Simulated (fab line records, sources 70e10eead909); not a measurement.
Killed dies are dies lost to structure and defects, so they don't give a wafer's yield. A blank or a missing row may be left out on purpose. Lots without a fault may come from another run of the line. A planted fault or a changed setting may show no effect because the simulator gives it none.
Chamber matching | flow nand_harc | NHARC_A_STAIRCASE_DESCUM_443 on rie_diel-06: 4 sister chambers
The step chemistry O2, time 3 s. 4 wafers are shown with their chamber, then 9 later ones without.

WAFERS WITH THEIR CHAMBER
wafer  | chamber | showerhead_plenum_p_Torr (Torr)
L083.2 | 0       | 1.90
L086.1 | 1       | 1.88
L091.5 | 3       | 1.87
L091.6 | 2       | 1.88

WAFERS WITHOUT THEIR CHAMBER
wafer  | showerhead_plenum_p_Torr (Torr)
L092.1 | 1.87
L092.3 | 1.88
L092.4 | 1.89
L096.1 | 1.88
L096.2 | 1.88
L096.3 | 1.89
L097.1 | 1.86
L097.3 | 1.88
L097.4 | 1.88

WHICH CHAMBER EACH WENT THROUGH
wafer  | from the rows above               | in truth
L092.1 | can't be placed: 3 or 1 or 2      | 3
L092.3 | can't be placed: 1 or 2 or 3      | 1
L092.4 | can't be placed: 0 or 1 or 2 or 3 | 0
L096.1 | can't be placed: 1 or 2 or 3      | 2
L096.2 | can't be placed: 1 or 2 or 3      | 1
L096.3 | can't be placed: 0 or 1 or 2 or 3 | 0
L097.1 | can't be placed: 3 or 1 or 2      | 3
L097.3 | can't be placed: 1 or 2 or 3      | 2
L097.4 | can't be placed: 1 or 2 or 3      | 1
Placed correctly: 0 of 9. Can't be placed from these rows: 9 (the true chamber is among the candidates in 9). Placed wrongly: 0.
How it was worked out, from the rows above alone: a wafer's distance from a chamber is the root of the sum, over the readings, of the square of ((its reading less the chamber's mean) divided by the reading's scatter). The wafer belongs to the nearest chamber; if the next one is less than 2 further off, it can't be placed. A chamber's mean is the mean of its shown wafers. The scatter: with one shown wafer a chamber, the root of the mean of the squares of how far each hidden wafer lies from its nearest shown one.
